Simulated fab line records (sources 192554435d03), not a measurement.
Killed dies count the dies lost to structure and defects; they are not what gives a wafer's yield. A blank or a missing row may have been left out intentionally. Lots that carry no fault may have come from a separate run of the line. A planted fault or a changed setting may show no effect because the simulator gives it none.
Struck lot and sound lot, side by side || flow n5-finfet || 40 steps out of a route of 1938
Sound: the wafers L337.1, L337.5, L337.6. Wafers struck: L327.3, L327.4, L327.5. The cause is named last.
At each step with rows: each side's tool, then ch and its chambers, then its first start. Under that, the readings that differ: sound wafers || struck wafers || difference of the means || sigmas: that difference in standard deviations of wafers without a fault.
alike: readings with means less than 2 such deviations apart, plus words and numbers identical on both sides. not compared: withheld readings, readings lacking a value on some wafer, bounds such as >300 that could conceal the same value, and numbers that have no deviation in the record and whose values overlap.
A row with sigmas, a row that says differs or no value, or rows on one side alone: a step with any of these is where the two part. Non-overlapping numbers with no deviation appear without sigmas and do not part them. A reading missing from all wafers of one side parts the sides only when that side holds two or more wafers.

first, 12 steps without rows for these wafers: N5_MOL_CONTACT_COAG_PRECLEAN_111 (cleans in NF3:NH3, afs cycles 1, time 20 s, sublimation time 60 s); N5_MOL_CONTACT_COAG_TI_SIL_19 (material Ti, target thk 4.2 nm, time 15 s); N5_MOL_CONTACT_COAG_ALD_20 (deposits TiN, target thk 1.5 nm, pulse time 1 s, purge time 3 s); N5_MOL_CONTACT_COAG_SIL_ANNEAL_21 (time 60 s); N5_MOL_CONTACT_COAG_PRE_CLEAN_141 (time 60 s); N5_MOL_CONTACT_COAG_SPUTTER_143 (material Co, target thk 2.5 nm); N5_MOL_CONTACT_COAG_CO_FILL_22 (material Co, precursor CCTBA/H2, target thk 20 nm); N5_MOL_CONTACT_COAG_ANNEAL_113 (time 300 s); N5_MOL_CONTACT_COAG_PRE_CLEAN_142 (time 60 s); N5_MOL_CONTACT_COAG_SPUTTER_130 (material Co, target thk 47.5 nm); N5_MOL_CONTACT_COAG_PRECLEAN_125 (cleans in DIW, time 57.5 s); N5_MOL_CONTACT_COAG_SRD_126 (dry time 32 s).
N5_MOL_CONTACT_COAG_CMP_23: polishes, stops on SiO2, t overpolish 1.5 s, target thk 0 nm.
  sound on cmp-03 ch 2,3, day 10 17:13; struck on cmp-02 ch 1,3, day 7 17:04
  no value came back on the struck wafers for any of 6 readings (edge-zone-pressure-frac, head-pressure-psi (psi) and others); on the sound wafers edge-zone-pressure-frac reads 1.005 0.997 0.991
{"reading": "model.Co_of_MOL_CONTACT_COAG_SPUTTER_130.thk-nm (nm)", "sound": "0 0 0", "struck": "48.2 48.6 48.6", "difference": "+48.5", "sigmas": ""}
{"reading": "model.SiNx_of_GATE_CUT_SAC_CAP_01.thk-nm (nm)", "sound": "18.2 18.2 18.4", "struck": "20.4 20.4 20.4", "difference": "+2.1", "sigmas": ""}
then, 3 steps without rows for these wafers: N5_MOL_CONTACT_COAG_WET_ETCH_26 (target Co, target depth 13 nm); N5_MOL_CONTACT_COAG_WET_ETCH_116 (etches the open film in SC1-inhibited, target depth 4.6 nm, rinse time 30 s); N5_MOL_CONTACT_COAG_ALD_27 (deposits SiOC, target thk 17 nm, pulse time 1.5 s, time 2720 s).
N5_MOL_CONTACT_COAG_CMP_28: polishes, stops on SiNx, t overpolish 0.85 s, target thk 14.522 nm.
  sound on cmp-02 ch 2,3, day 10 19:37; struck on cmp-03 ch 0,1,3, day 7 19:44
{"reading": "model.SiNx_of_GATE_CUT_SAC_CAP_01.thk-nm (nm)", "sound": "17.8 17.8 18", "struck": "20 20 20", "difference": "+2", "sigmas": ""}
  alike: edge-zone-pressure-frac, head-pressure-psi, motor-current-A, platen-rpm
N5_MOL_CONTACT_COAG_THK_MEAS_29:
  sound on film-metro-01 at day 10 19:54; struck on film-metro-02 at day 7 20:02
{"reading": "MD_CAP_THK (nm)", "sound": "17.90 17.85 18.07", "struck": "19.98 20.00 20.05", "difference": "+2.07", "sigmas": "+25"}
then, 19 steps without rows for these wafers: N5_MOL_CONTACT_COAG_ALD_123 (deposits SiNx, target thk 5 nm, pulse time 1 s, purge time 2 s); N5_MOL_CONTACT_COAG_PECVD_31 (deposits SiO2 from TEOS/O2, target thk 46 nm, time 8.9 s); N5_MOL_CONTACT_COAG_COAT_75 (time 60 s, resist thk 60 nm); N5_MOL_CONTACT_COAG_COAT_76 (time 60 s, resist thk 10 nm); N5_MOL_CONTACT_COAG_COAT_77 (time 60 s, resist thk 10 nm); N5_MOL_CONTACT_COAG_COAT_78 (resist thk 40 nm); N5_MOL_CONTACT_COAG_EBR_80; N5_MOL_CONTACT_COAG_SOFTBAKE_79 (time 60 s); N5_MOL_CONTACT_COAG_EXPOSE_81 (exposes mask VG, defocus 0 nm); N5_MOL_CONTACT_COAG_PEB_82 (peb time 60 s); N5_MOL_CONTACT_COAG_DEVELOP_83 (develop time 30 s); N5_MOL_CONTACT_COAG_DESCUM_88 (chemistry O2, time 7 s); N5_MOL_CONTACT_COAG_ETCH_89 (etches underlayer in N2/H2, target depth 13 nm, time 10.4 s); N5_MOL_CONTACT_COAG_ETCH_90 (etches SiARC in CF4, target depth 13 nm, time 21.7 s); N5_MOL_CONTACT_COAG_ALD_131 (deposits SiO2, target thk 5 nm, pulse time 1 s, co reactant pulse time 1 s); N5_MOL_CONTACT_COAG_ETCHBACK_132 (etches SiO2 in CHF3, target depth 10 nm, time 6.7 s); N5_MOL_CONTACT_COAG_ETCH_91 (etches SOC in N2/H2, target depth 60 nm, overetch 21 nm, time 101.2 s); N5_MOL_CONTACT_COAG_STRIP_92 (strips in N2/H2); N5_MOL_CONTACT_COAG_STRIP_93 (strips in N2/H2).
N5_MOL_CONTACT_COAG_ETCH_47: etches SiNx in CH3F/O2, stops on W, target depth 27 nm.
  sound on rie-diel-06 ch 0,1, day 10 22:01; struck on rie-diel-02 ch 0,2, day 7 21:44
{"reading": "etch-rf-on-time-s (s)", "sound": "31.3 31.3 31.3", "struck": "34.6 34.5 36.3", "difference": "+3.8", "sigmas": "+6"}
{"reading": "model.etch.t-clear-s (s)", "sound": "26.05 26.06 26.12", "struck": "28.82 28.72 30.23", "difference": "+3.18", "sigmas": ""}
{"reading": "model.MOL_CONTACT_COAG.feature-depth-nm (nm)", "sound": "18.4 18.4 18.6", "struck": "20.6 20.6 20.8", "difference": "+2.2", "sigmas": ""}
{"reading": "model.etch.depth-nm (nm)", "sound": "17.9 17.87 18.03", "struck": "19.98 19.97 20.04", "difference": "+2.06", "sigmas": ""}
  alike: CH3F_flow_sccm, drypump-motor-current-A, oes-product-au, rf-vpp-V, showerhead-plenum-p-Torr, throttle-valve-pct
  not compared: rf-hours-counter-h
N5_BEOL_M4_RC_MEAS_101:
  the record has rows for the sound wafers here (prober-02 ch 0, day 13 23:53) and none for the struck ones
-- a jump in the record: the struck wafers' starts before and after are 7 days apart (it breaks off in module BEOL_M4 and resumes in module PASSIVATION, where the first step shown is number 1936 of the route) --
N5_PASSIVATION_PROBE_49:
  sound on prober-01 at day 18 13:55; struck on prober-02 at day 15 09:11
{"reading": "defect-limited-yield (%)", "sound": "91.6 90.8 92.2", "struck": "0 0 0", "difference": -92, "sigmas": -61}
{"reading": "killed-at-contacts", "sound": "17 16 17", "struck": "1065 1097 1089", "difference": "+1067", "sigmas": "+99 or more"}
{"reading": "killed-dies", "sound": "99 108 92", "struck": "1180 1180 1180", "difference": "+1080", "sigmas": "+60"}
{"reading": "killed-on-rim", "sound": "21 11 16", "struck": "152 152 152", "difference": "+136", "sigmas": "+32"}
{"reading": "sort-n-pass", "sound": "1081 1072 1088", "struck": "0 0 0", "difference": -1080, "sigmas": -60}
{"reading": "sort-yield-pct (%)", "sound": "91.6 90.8 92.2", "struck": "0 0 0", "difference": -92, "sigmas": -61}
  alike: killed_at_M0_to_M3, killed_at_M4_up, killed-at-front-end, killed-at-other, killed-open, killed-short, sort_bin_5_function, sort_bin_6_memory, sort_bin_8_speed

== WHERE THEY PART ==
At N5_MOL_CONTACT_COAG_CMP_23 first; at N5_PASSIVATION_PROBE_49 last (within this record only).

WHY: what had been put in by the simulator
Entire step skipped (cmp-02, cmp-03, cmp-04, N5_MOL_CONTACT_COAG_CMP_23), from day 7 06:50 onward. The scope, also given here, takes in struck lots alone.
